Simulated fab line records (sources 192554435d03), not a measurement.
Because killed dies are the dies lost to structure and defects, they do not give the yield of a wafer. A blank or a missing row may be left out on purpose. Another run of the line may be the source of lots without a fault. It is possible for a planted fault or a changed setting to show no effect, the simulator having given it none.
fab line records	flow n5-finfet	part 1 of 2: steps 1 to 3 of 6
record: lots: 24	wafers: 72	last-day: 17
route steps=1938 shown BEOL_M1@773
lots that met no fault: taken from a fault-free run of the same line
start-h: start of the lot's first displayed wafer, in hours after the record's first day	wait-h: hours elapsed since this lot's preceding step	" same as the row above	L1.1+2: a row that stands for several wafers	- no value present, or no start provided	* or withheld: withheld	< > ~ a bound
route shown NAME@n: NAME is a module with steps in the file, n the number in the route of the first one	usual: mean/standard deviation of fault-free wafers	same: alike in all rows	chamber/n: place in a boat	sites: readings site by site	_std_site: the standard deviation of these	_edge_site: outer sites' mean less inner sites'	radius-mm: how far each site lies from the wafer's centre	mask NAME#n: copy n	behind: the tool/chamber that last shaped the wafer	hold: cause of the lot's hold/its duration in hours/its outcome	device: the n, p or np transistor that did not switch	end of line: the same wafers' tests at the end of the route	a step with no rows: only its recipe	killed: dies lost to structure and defects at the first sort, not the wafer's yield	map: a wafer's dies, marking killed ones x, the rest . and places with no die _
set.NAME: the run value of the setting; set.NAME@STEP: its run value at that earlier step	model.NAME: the simulator's own value behind a step, which no gauge read
one table for each step of the route and one row for each wafer, over a sample of lots
services: when a tool's chamber went out of use (start-h, in hours from the record's first day, below 0 if earlier), for how many hours, and the reason
== steps ==
step: N5_BEOL_M1_STRIP_66
recipe: chemistry: CF4	resist: SiARC	power-w: 300	bias-power-w: 75	pressure-mtorr: 50	cf4-flow-sccm: 150	rf-frequency-hz: 6e+07
usual: cf4-flow-sccm: 150.0/0.43	drypump-motor-current-A: 5.9/0.52	oes-product-au: 0.73/0.059	rf-fwd-power-W: 292.5/0.94	rf-vpp-V: 270.9/1.6	showerhead-plenum-p-Torr: 1.79/0.062	throttle-valve-pct: 13.65/0.16
lot.wafer	tool	chamber	start-h	wait-h	cf4-flow-sccm	drypump-motor-current-A	oes-product-au	rf-fwd-power-W	rf-hours-counter-h	rf-vpp-V	showerhead-plenum-p-Torr	throttle-valve-pct
L074.1	rie-diel-02	2	123.44	0.0	150.0	6.1	0.75	293.5	145	269.8	1.81	13.56
L074.2	"	0	"	"	150.1	5.1	0.81	293.3	84	274.4	1.89	13.46
L074.3	"	3	"	"	150.1	6.6	0.66	292.3	237	272.4	1.84	13.82
L075.1	rie-diel-02	1	136.05	0.0	150.1	6.1	0.77	294.2	134	269.0	1.73	13.48
L075.3	"	0	"	"	149.3	5.1	0.81	293.8	86	274.1	1.88	13.46
L075.5	"	0	"	"	149.3	5.1	0.80	293.8	-	273.0	1.88	13.46
L076.1	rie-diel-02	3	142.67	0.0	150.7	6.6	0.66	293.0	241	271.7	1.84	13.85
L076.4	"	1	"	"	149.8	6.2	0.77	292.6	137	269.7	1.73	13.50
L076.5	"	2	"	"	149.8	6.1	0.74	291.5	-	270.6	1.81	13.60
L077.1	rie-diel-04	0	142.87	0.0	149.2	6.3	0.71	291.0	202	267.4	1.72	13.96
L077.3	"	2	"	"	150.5	5.4	0.75	291.1	140	271.0	1.80	13.61
L077.5	"	3	"	"	150.5	6.0	0.71	292.7	-	270.9	1.85	13.56
L078.1	rie-diel-02	3	143.38	0.0	149.8	6.6	0.67	292.4	242	273.0	1.84	13.84
L078.5	"	0	"	"	149.6	5.1	0.81	291.7	-	272.2	1.88	13.46
L078.6	"	3	"	"	149.8	6.7	0.67	292.3	-	270.5	1.84	13.84
L079.1	rie-diel-04	3	153.49	0.0	150.3	5.9	0.70	291.0	170	272.0	1.85	13.56
L079.3	"	0	"	"	149.5	6.3	0.71	293.4	205	269.1	1.72	13.98
L079.5	"	2	"	"	149.9	5.4	0.75	292.3	-	270.7	1.80	13.62
L080.2	rie-diel-04	0	165.87	0.0	149.8	6.3	0.71	292.1	208	268.1	1.72	13.98
L080.3	"	1	"	"	150.1	6.0	0.72	291.6	156	272.4	1.86	13.65
L080.6	"	1	"	"	149.9	6.0	0.72	292.7	-	274.2	1.86	13.66
L081.1	rie-diel-03	0	166.03	0.0	149.9	5.9	0.68	292.6	232	270.3	1.70	13.79
L081.3	"	2	"	"	150.6	5.3	0.72	290.3	189	271.1	1.79	13.51
L081.5	"	2	"	"	150.0	5.3	0.72	294.2	-	272.4	1.79	13.49
L082.2	rie-diel-03	0	173.09	0.0	149.8	5.9	0.68	292.3	234	269.2	1.70	13.77
L082.3	"	2	"	"	150.2	5.3	0.72	292.1	192	270.5	1.79	13.52
L082.5	"	0	"	"	150.0	5.9	0.68	292.5	-	270.3	1.70	13.77
L083.2	rie-diel-02	2	173.26	0.0	150.1	6.1	0.73	292.0	159	271.0	1.81	13.60
L083.3	"	1	"	"	149.7	6.2	0.76	293.0	145	269.5	1.73	13.52
L083.6	"	3	"	"	149.7	6.6	0.66	291.9	-	273.1	1.84	13.86
L084.1	rie-diel-03	1	189.23	0.0	150.6	6.5	0.71	293.6	184	272.3	1.77	13.71
L084.5	"	0	"	"	150.3	5.9	0.68	291.6	-	267.6	1.70	13.79
L084.6	"	1	"	"	149.8	6.5	0.70	294.1	-	270.3	1.77	13.72
L085.2	rie-diel-03	2	194.93	0.0	149.1	5.3	0.71	292.8	198	271.5	1.79	13.53
L085.3	"	0	"	"	149.3	5.9	0.68	292.6	240	267.9	1.69	13.79
L085.4	"	1	"	"	150.0	6.5	0.71	291.9	185	271.8	1.77	13.71
L086.1	rie-diel-03	2	197.89	0.0	148.8	5.3	0.70	291.2	199	271.0	1.79	13.52
L086.3	"	0	"	"	150.0	5.9	0.68	292.2	241	268.9	1.70	13.82
L086.4	"	1	"	"	149.6	6.5	0.71	291.5	186	270.7	1.77	13.73
L088.2	rie-diel-03	1	206.24	0.0	149.5	6.5	0.71	294.0	189	271.3	1.77	13.72
L088.3	"	2	"	"	150.0	5.3	0.71	293.4	202	268.8	1.79	13.51
L088.5	"	3	"	"	149.5	5.3	0.73	292.4	-	267.8	1.70	13.71
L087.2	rie-diel-04	1	207.90	0.0	149.7	6.0	0.71	292.9	168	272.5	1.86	13.68
L087.3	"	3	"	"	150.0	5.9	0.70	293.4	185	271.9	1.85	13.61
L087.5	"	2	"	"	149.7	5.4	0.73	291.2	-	270.0	1.79	13.66
L089.1	rie-diel-03	0	218.49	0.0	150.4	5.9	0.67	291.9	247	268.3	1.69	13.81
L089.2	"	3	"	"	149.4	5.3	0.72	292.8	184	269.3	1.70	13.72
L089.3	"	1	"	"	149.9	6.4	0.71	293.0	192	269.4	1.77	13.72
L090.1	rie-diel-02	2	219.03	0.0	149.9	6.2	0.72	294.2	173	272.0	1.80	13.63
L090.5	"	0	"	"	150.8	5.1	0.78	291.7	-	272.8	1.88	13.51
L090.6	"	3	"	"	150.8	6.6	0.93	292.0	-	270.5	1.84	13.33
L092.1	rie-diel-02	2	224.90	0.0	149.4	6.1	0.73	293.2	175	270.9	1.80	13.64
L092.2	"	1	"	"	150.6	6.2	0.74	293.3	161	270.6	1.72	13.56
L092.4	"	3	"	"	150.4	6.6	0.93	291.6	9	271.7	1.84	13.32
L091.1	rie-diel-03	1	224.90	0.0	149.4	6.5	0.70	291.8	195	271.6	1.77	13.74
L091.3	"	0	"	"	149.9	5.9	0.67	291.2	250	267.3	1.69	13.81
L091.6	"	2	"	"	150.5	5.3	0.70	292.9	-	269.6	1.79	13.53
L093.3	rie-diel-02	2	237.54	0.0	150.5	6.1	0.72	291.4	179	270.6	1.80	13.65
L093.5	"	2	"	"	150.4	6.1	0.72	290.8	-	271.2	1.80	13.64
L093.6	"	3	"	"	149.9	6.6	0.93	290.9	-	271.7	1.84	13.33
L094.2	rie-diel-04	3	240.73	0.0	149.9	6.0	0.69	291.7	196	270.8	1.84	13.62
L094.5	"	0	"	"	150.0	6.4	0.69	294.1	-	268.4	1.71	14.04
L094.6	"	3	"	"	150.3	6.0	0.69	290.8	-	271.4	1.84	13.62
L095.1	rie-diel-03	3	247.92	0.0	149.6	5.3	0.71	293.3	196	268.5	1.70	13.75
L095.2	"	1	"	"	149.7	6.5	0.70	291.9	205	273.3	1.77	13.76
L095.4	"	0	"	"	151.2	5.9	0.96	291.3	0	273.8	1.90	13.25
L096.4	rie-diel-03	3	257.74	0.0	150.0	5.3	0.72	291.3	198	270.2	1.70	13.75
L096.5	"	1	"	"	149.7	6.5	0.69	291.6	-	271.3	1.77	13.76
L096.6	"	2	"	"	149.7	5.3	0.70	294.0	-	270.4	1.78	13.57
L097.1	rie-diel-04	2	263.05	0.0	149.6	5.4	0.73	294.0	172	272.5	1.79	13.67
L097.2	"	0	"	"	150.2	6.4	0.69	290.9	237	269.3	1.71	14.04
L097.6	"	0	"	"	150.2	6.3	0.69	291.2	-	269.6	1.71	14.03
step: N5_BEOL_M1_STRIP_19
recipe: chemistry: O2	power-w: 400	temp-c: 40	pressure-mtorr: 30	rf-frequency-hz: 6e+07	bias-power-w: 0	overash-fraction: 0.2	o2-flow-sccm: 225
usual: drypump-motor-current-A: 5.9/0.5	oes-product-au: 0.74/0.068	rf-vpp-V: 3.6/0.48	showerhead-plenum-p-Torr: 2.08/0.084	throttle-valve-pct: 16.73/0.16
lot.wafer	tool	chamber	start-h	wait-h	drypump-motor-current-A	oes-product-au	rf-hours-counter-h	rf-vpp-V	showerhead-plenum-p-Torr	throttle-valve-pct
L074.1	rie-diel-03	1	123.59	0.1	6.5	0.74	165	2.7	2.12	16.92
L074.2	"	0	"	"	5.9	0.71	220	3.8	1.97	16.73
L074.3	"	3	"	"	5.3	0.76	156	3.6	2.01	16.82
L075.1	rie-diel-03	2	136.20	0.1	5.3	0.72	181	3.1	2.09	16.48
L075.3	"	3	"	"	5.3	0.74	161	3.5	2.01	16.83
L075.5	"	3	"	"	5.3	0.73	-	2.9	2.01	16.85
L076.1	rie-diel-04	3	142.91	0.2	6.0	0.72	167	4.4	2.20	16.73
L076.4	"	1	"	"	6.0	0.73	149	4.2	2.18	16.67
L076.5	"	0	"	"	6.3	0.72	-	4.7	1.97	16.86
L077.1	rie-diel-02	0	143.09	0.2	5.1	0.83	89	3.6	2.22	16.57
L077.3	"	3	"	"	6.6	0.67	241	4.4	2.17	16.98
L077.5	"	3	"	"	6.6	0.67	-	3.5	2.17	16.97
L078.1	rie-diel-04	0	143.53	0.1	6.3	0.73	203	3.5	1.97	16.87
L078.5	"	2	"	"	5.4	0.76	-	3.6	2.09	16.64
L078.6	"	1	"	"	6.0	0.73	-	3.1	2.18	16.67
L079.1	rie-diel-04	0	153.64	0.1	6.3	0.72	205	3.1	1.97	16.89
L079.3	"	3	"	"	6.0	0.71	170	3.8	2.20	16.74
L079.5	"	3	"	"	6.0	0.71	-	3.6	2.20	16.76
L080.2	rie-diel-02	1	166.02	0.1	6.2	0.75	143	3.3	2.01	16.54
L080.3	"	2	"	"	6.2	0.74	156	3.0	2.08	16.53
L080.6	"	1	"	"	6.1	0.75	-	3.4	2.01	16.52
L081.1	rie-diel-03	0	166.28	0.2	5.9	0.70	232	3.6	1.97	16.76
L081.3	"	2	"	"	5.3	0.72	189	3.8	2.08	16.51
L081.5	"	3	"	"	5.3	0.73	-	4.0	2.00	16.86
L082.2	rie-diel-04	0	173.25	0.1	6.3	0.72	210	4.1	1.97	16.90
L082.3	"	1	"	"	6.0	0.72	158	3.3	2.17	16.70
L082.5	"	3	"	"	5.9	0.71	-	4.4	2.20	16.77
L083.2	rie-diel-03	2	173.50	0.1	5.3	0.72	192	3.0	2.08	16.50
L083.3	"	3	"	"	5.3	0.73	172	3.4	2.00	16.86
L083.6	"	2	"	"	5.3	0.71	-	3.3	2.08	16.49
L084.1	rie-diel-03	0	189.52	0.2	5.9	0.69	238	4.2	1.96	16.79
L084.5	"	0	"	"	5.9	0.69	-	3.2	1.96	16.76
L084.6	"	1	"	"	6.5	0.72	-	4.0	2.11	16.95
L085.2	rie-diel-02	0	195.08	0.1	5.1	0.81	105	4.3	2.21	16.60
L085.3	"	3	"	"	6.6	1.00	1	3.1	2.17	16.57
L085.4	"	1	"	"	6.2	0.75	152	3.6	2.00	16.55
L086.1	rie-diel-03	0	198.04	0.1	5.9	0.69	241	2.9	1.96	16.77
L086.3	"	2	"	"	5.3	0.71	199	4.2	2.08	16.51
L086.4	"	3	"	"	5.3	0.72	179	3.9	2.00	16.87
L088.2	rie-diel-02	0	206.39	0.1	5.1	0.80	108	3.9	2.21	16.62
L088.3	"	2	"	"	6.2	0.72	169	3.6	2.08	16.54
L088.5	"	3	"	"	6.6	0.97	-	4.1	2.17	16.57
L087.2	rie-diel-02	1	208.05	0.1	6.1	0.74	156	4.0	2.00	16.56
L087.3	"	3	"	"	6.6	0.97	5	2.7	2.17	16.56
L087.5	"	3	"	"	6.6	0.98	-	4.5	2.17	16.55
L089.1	rie-diel-03	1	218.64	0.1	6.5	0.71	192	3.5	2.11	16.96
L089.2	"	0	"	"	5.9	0.69	248	4.1	1.96	16.78
L089.3	"	3	"	"	5.3	0.72	184	3.5	2.00	16.88
L090.1	rie-diel-04	2	219.18	0.1	5.4	0.74	162	3.2	2.09	16.66
L090.5	"	1	"	"	6.0	0.72	-	3.3	2.17	16.72
L090.6	"	2	"	"	5.4	0.75	-	3.6	2.09	16.70
L092.1	rie-diel-03	2	225.05	0.1	5.3	0.71	208	3.6	2.08	16.54
L092.2	"	0	"	"	5.9	0.69	250	2.3	1.96	16.78
L092.4	"	3	"	"	5.3	0.72	186	4.2	2.00	16.88
L091.1	rie-diel-03	3	225.09	0.1	5.3	0.72	186	2.5	2.00	16.90
L091.3	"	1	"	"	6.5	0.70	195	3.4	2.11	16.97
L091.6	"	0	"	"	5.9	0.68	-	2.9	1.96	16.80
L093.3	rie-diel-04	3	237.93	0.3	5.9	0.70	195	3.4	2.19	16.79
L093.5	"	0	"	"	6.3	0.71	-	3.9	1.96	16.93
L093.6	"	1	"	"	6.0	0.71	-	3.1	2.17	16.73
L094.2	rie-diel-04	3	240.88	0.1	6.0	0.70	196	3.6	2.19	16.80
L094.5	"	0	"	"	6.3	0.71	-	3.3	1.96	16.91
L094.6	"	1	"	"	6.0	0.70	-	3.6	2.17	16.72
L095.1	rie-diel-03	3	248.09	0.1	5.3	0.70	196	3.7	1.99	16.90
L095.2	"	1	"	"	6.5	0.70	205	4.3	2.10	16.99
L095.4	"	2	"	"	5.3	0.70	218	3.9	2.07	16.56
L096.4	rie-diel-03	0	257.98	0.1	5.9	0.97	2	3.9	2.22	16.32
L096.5	"	2	"	"	5.3	0.70	-	3.3	2.07	16.56
L096.6	"	1	"	"	6.5	0.71	-	2.7	2.10	17.01
L097.1	rie-diel-02	0	263.29	0.2	5.1	0.78	127	3.9	2.20	16.65
L097.2	"	2	"	"	6.1	0.70	186	3.6	2.07	16.58
L097.6	"	0	"	"	5.1	0.78	-	3.5	2.20	16.66
step: N5_BEOL_M1_STRIP_97
recipe: chemistry: N2/H2	time-s: 10	power-w: 450	temp-c: 40	pressure-mtorr: 20	rf-frequency-hz: 6e+07	bias-power-w: 7	n2-flow-sccm: 200	h2-flow-sccm: 200
usual: drypump-motor-current-A: 5.9/0.49	h2-flow-sccm: 200.1/0.57	oes-product-au: 0.74/0.061	rf-vpp-V: 59.2/0.91	showerhead-plenum-p-Torr: 2.54/0.094	throttle-valve-pct: 23.53/0.16
lot.wafer	tool	chamber	start-h	wait-h	drypump-motor-current-A	h2-flow-sccm	oes-product-au	rf-hours-counter-h	rf-vpp-V	showerhead-plenum-p-Torr	throttle-valve-pct
L074.1	rie-diel-04	3	-	-	5.9	199.8	0.73	162	60.1	2.63	23.24
L074.2	"	2	"	"	5.4	199.4	0.77	136	58.9	2.54	23.41
L074.3	"	1	"	"	6.0	200.7	0.73	145	60.1	2.64	23.71
L075.1	rie-diel-02	1	-	-	6.2	199.9	0.76	135	57.8	2.44	23.53
L075.3	"	0	"	"	5.1	200.0	0.83	87	58.9	2.67	23.48
L075.5	"	1	"	"	6.1	200.3	0.76	-	58.4	2.44	23.50
L076.1	rie-diel-03	3	-	-	5.3	199.9	0.74	165	59.4	2.41	23.65
L076.4	"	2	"	"	5.3	200.2	0.73	185	59.5	2.53	23.71
L076.5	"	3	"	"	5.3	199.2	0.73	-	58.0	2.41	23.66
L077.1	rie-diel-02	0	-	-	5.1	200.1	0.81	92	60.5	2.66	23.48
L077.3	"	2	"	"	6.1	198.9	0.74	152	59.5	2.54	23.33
L077.5	"	0	"	"	5.1	200.7	0.82	-	59.8	2.66	23.49
L078.1	rie-diel-04	3	-	-	5.9	200.4	0.72	170	59.3	2.63	23.25
L078.5	"	3	"	"	6.0	200.2	0.72	-	59.8	2.63	23.25
L078.6	"	0	"	"	6.3	200.6	0.72	-	58.2	2.39	23.68
L079.1	rie-diel-02	1	-	-	6.2	200.2	0.76	141	57.2	2.44	23.51
L079.3	"	0	"	"	5.1	200.5	0.81	94	57.9	2.66	23.47
L079.5	"	2	"	"	6.1	200.1	0.74	-	59.5	2.53	23.38
L081.1	rie-diel-02	1	-	-	6.1	200.6	0.75	143	58.1	2.44	23.51
L081.3	"	0	"	"	5.1	200.9	0.80	96	60.3	2.66	23.51
L081.5	"	2	"	"	6.1	199.1	0.73	-	60.2	2.53	23.35
L080.2	rie-diel-03	3	-	-	5.3	199.6	0.72	170	60.5	2.41	23.67
L080.3	"	0	"	"	5.9	200.5	0.69	232	57.9	2.40	23.68
L080.6	"	1	"	"	6.5	200.1	0.72	-	59.7	2.52	23.46
L082.2	rie-diel-04	2	-	-	5.4	200.2	0.75	151	58.0	2.53	23.45
L082.3	"	1	"	"	6.0	199.8	0.72	160	60.8	2.64	23.71
L082.5	"	1	"	"	6.0	200.9	0.73	-	58.3	2.64	23.74
L083.2	rie-diel-04	1	-	-	6.0	200.4	0.72	161	61.2	2.64	23.72
L083.3	"	3	"	"	5.9	201.9	0.71	178	59.8	2.63	23.25
L083.6	"	1	"	"	6.0	199.6	0.72	-	57.7	2.64	23.73
L084.1	rie-diel-02	1	-	-	6.2	199.8	0.75	151	59.6	2.44	23.52
L084.5	"	2	"	"	6.2	199.9	0.72	-	59.7	2.53	23.38
L084.6	"	1	"	"	6.2	200.3	0.75	-	58.7	2.44	23.52
L085.2	rie-diel-02	1	-	-	6.2	199.7	0.74	154	57.9	2.43	23.53
L085.3	"	0	"	"	5.1	200.3	0.81	107	59.8	2.66	23.50
L085.4	"	3	"	"	6.6	201.3	0.98	3	58.8	2.60	23.42
L086.1	rie-diel-03	0	-	-	5.9	200.0	0.69	243	58.7	2.39	23.69
L086.3	"	2	"	"	5.3	199.7	0.71	201	57.0	2.52	23.74
L086.4	"	1	"	"	6.5	199.5	0.72	-	58.5	2.52	23.48
L088.2	rie-diel-04	3	-	-	6.0	199.9	0.70	186	59.5	2.62	23.27
L088.3	"	0	"	"	6.3	200.2	0.72	221	57.9	2.39	23.71
L088.5	"	2	"	"	5.4	200.4	0.75	-	58.0	2.53	23.46
L087.2	rie-diel-02	2	-	-	6.1	200.1	0.72	174	58.2	2.53	23.39
L087.3	"	3	"	"	6.6	200.5	0.96	8	58.2	2.60	23.46
L087.5	"	0	"	"	5.1	199.5	0.79	-	59.8	2.65	23.51
L089.1	rie-diel-04	1	-	-	6.0	200.3	0.71	172	60.3	2.63	23.73
L089.2	"	0	"	"	6.3	199.5	0.71	226	57.4	2.39	23.73
L089.3	"	2	"	"	5.4	199.6	0.74	165	58.4	2.52	23.47
L090.1	rie-diel-02	3	-	-	6.7	199.5	0.96	9	59.6	2.59	23.44
L090.5	"	0	"	"	5.1	199.8	0.80	-	59.8	2.65	23.52
L090.6	"	1	"	"	6.1	200.6	0.74	-	59.5	2.43	23.53
L092.1	rie-diel-03	1	-	-	6.5	199.0	0.70	197	59.5	2.51	23.50
L092.2	"	3	"	"	5.3	200.2	0.71	187	59.6	2.40	23.69
L092.4	"	1	"	"	6.5	199.7	0.70	-	59.1	2.51	23.50
L091.1	rie-diel-04	1	-	-	6.0	199.5	0.71	173	61.4	2.63	23.75
L091.3	"	0	"	"	6.3	199.9	0.70	227	58.5	2.39	23.73
L091.6	"	2	"	"	5.4	199.9	0.73	-	60.0	2.52	23.47
L093.3	rie-diel-02	3	-	-	6.6	200.2	0.93	14	59.8	2.59	23.46
L093.5	"	1	"	"	6.2	199.1	0.73	-	60.5	2.43	23.54
L093.6	"	0	"	"	5.1	200.5	0.79	-	59.2	2.65	23.52
L094.2	rie-diel-04	3	-	-	6.0	200.2	0.69	197	58.3	2.62	23.27
L094.5	"	3	"	"	6.0	200.4	0.70	-	60.2	2.62	23.29
L094.6	"	0	"	"	6.3	199.6	0.70	-	58.4	2.38	23.73
L095.1	rie-diel-04	1	-	-	6.0	200.9	0.70	180	58.2	2.63	23.75
L095.2	"	0	"	"	6.3	199.7	0.70	234	59.1	2.38	23.73
L095.4	"	3	"	"	6.0	199.6	0.69	-	60.4	2.62	23.27
L096.4	rie-diel-04	0	-	-	6.3	200.3	0.69	-	59.2	2.38	23.72
L096.5	"	1	"	"	6.0	200.7	0.70	-	60.3	2.63	23.76
L096.6	"	3	"	"	5.9	201.3	0.69	-	60.6	2.62	23.29
L097.1	rie-diel-02	1	-	-	6.2	199.5	0.72	173	58.1	2.43	23.55
L097.2	"	3	"	"	6.6	199.8	0.92	19	59.3	2.59	23.44
L097.6	"	3	"	"	6.6	199.9	0.91	-	60.6	2.59	23.45
